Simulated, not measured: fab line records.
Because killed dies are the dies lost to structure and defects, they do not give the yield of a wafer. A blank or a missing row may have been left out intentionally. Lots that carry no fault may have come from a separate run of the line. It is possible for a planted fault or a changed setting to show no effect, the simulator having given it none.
Matching of chambers || flow n5-finfet || pecvd-04 running N5_BEOL_M0_SAQP_HM_DEP_111: 3 sister chambers
The step deposits SiO2 from SiH4/N2O, target thk 12 nm, time 7.2 s. 16 wafers are shown with their chamber, then 8 later ones without.

== WAFERS WITH THEIR CHAMBER ==
{"wafer": "L074.2", "chamber": 0, "showerhead-plenum-p-Torr (Torr)": 8.34, "heater-power-w (W)": 798}
{"wafer": "L074.3", "chamber": 1, "showerhead-plenum-p-Torr (Torr)": 8.18, "heater-power-w (W)": 777}
{"wafer": "L074.4", "chamber": 2, "showerhead-plenum-p-Torr (Torr)": 8.20, "heater-power-w (W)": 744}
{"wafer": "L079.1", "chamber": 0, "showerhead-plenum-p-Torr (Torr)": 8.31, "heater-power-w (W)": 795}
{"wafer": "L079.4", "chamber": 2, "showerhead-plenum-p-Torr (Torr)": 8.21, "heater-power-w (W)": 642}
{"wafer": "L079.6", "chamber": 1, "showerhead-plenum-p-Torr (Torr)": 8.18, "heater-power-w (W)": 837}
{"wafer": "L080.3", "chamber": 2, "showerhead-plenum-p-Torr (Torr)": 8.22, "heater-power-w (W)": 747}
{"wafer": "L080.4", "chamber": 2, "showerhead-plenum-p-Torr (Torr)": 8.22, "heater-power-w (W)": 738}
{"wafer": "L080.5", "chamber": 1, "showerhead-plenum-p-Torr (Torr)": 8.18, "heater-power-w (W)": 879}
{"wafer": "L082.1", "chamber": 1, "showerhead-plenum-p-Torr (Torr)": 8.17, "heater-power-w (W)": 792}
{"wafer": "L082.4", "chamber": 0, "showerhead-plenum-p-Torr (Torr)": 8.33, "heater-power-w (W)": 771}
{"wafer": "L082.6", "chamber": 1, "showerhead-plenum-p-Torr (Torr)": 8.19, "heater-power-w (W)": 784}
{"wafer": "L083.1", "chamber": 1, "showerhead-plenum-p-Torr (Torr)": 8.18, "heater-power-w (W)": 805}
{"wafer": "L083.4", "chamber": 0, "showerhead-plenum-p-Torr (Torr)": 8.35, "heater-power-w (W)": 732}
{"wafer": "L083.5", "chamber": 1, "showerhead-plenum-p-Torr (Torr)": 8.18, "heater-power-w (W)": 771}
{"wafer": "L086.1", "chamber": 1, "showerhead-plenum-p-Torr (Torr)": 8.17, "heater-power-w (W)": 899}

SIGNATURES (averages over the wafers above)
{"reading": "showerhead-plenum-p-Torr", "chamber 0": 8.3325, "chamber 1": 8.1787, "chamber 2": 8.2125, "scatter within a chamber": 0.0105}
{"reading": "heater-power-w", "chamber 0": 774.00, "chamber 1": 818.00, "chamber 2": 717.75, "scatter within a chamber": 45.6}
Rule: a wafer lies at a distance from a chamber equal to the root of the sum of squares, over the readings, of (its reading less the chamber's mean, divided by the reading's scatter). The wafer belongs to the nearest chamber; if the next one is less than 2 further off, it can't be placed. The scatter is the square root of a quotient: the sum, over the shown wafers, of each reading's squared deviation from its chamber's mean, divided by wafers minus chambers.

== WAFERS MISSING THEIR CHAMBER ==
{"wafer": "L086.5", "showerhead-plenum-p-Torr (Torr)": 8.23, "heater-power-w (W)": 743}
{"wafer": "L086.6", "showerhead-plenum-p-Torr (Torr)": 8.34, "heater-power-w (W)": 726}
{"wafer": "L090.2", "showerhead-plenum-p-Torr (Torr)": 8.22, "heater-power-w (W)": 741}
{"wafer": "L090.3", "showerhead-plenum-p-Torr (Torr)": 8.17, "heater-power-w (W)": 819}
{"wafer": "L090.6", "showerhead-plenum-p-Torr (Torr)": 8.15, "heater-power-w (W)": 834}
{"wafer": "L094.1", "showerhead-plenum-p-Torr (Torr)": 8.16, "heater-power-w (W)": 814}
{"wafer": "L094.3", "showerhead-plenum-p-Torr (Torr)": 8.18, "heater-power-w (W)": 794}
{"wafer": "L094.4", "showerhead-plenum-p-Torr (Torr)": 8.37, "heater-power-w (W)": 889}

== WHICH CHAMBER EACH ONE RAN IN ==
{"wafer": "L086.5", "from the rows above": 2, "in truth": 2}
{"wafer": "L086.6", "from the rows above": 0, "in truth": 0}
{"wafer": "L090.2", "from the rows above": 2, "in truth": 2}
{"wafer": "L090.3", "from the rows above": 1, "in truth": 1}
{"wafer": "L090.6", "from the rows above": 1, "in truth": 1}
{"wafer": "L094.1", "from the rows above": 1, "in truth": 1}
{"wafer": "L094.3", "from the rows above": 1, "in truth": 1}
{"wafer": "L094.4", "from the rows above": 0, "in truth": 0}
Placed correctly: 8 of 8. From these rows, 0 cannot be placed. 0 placed wrongly.
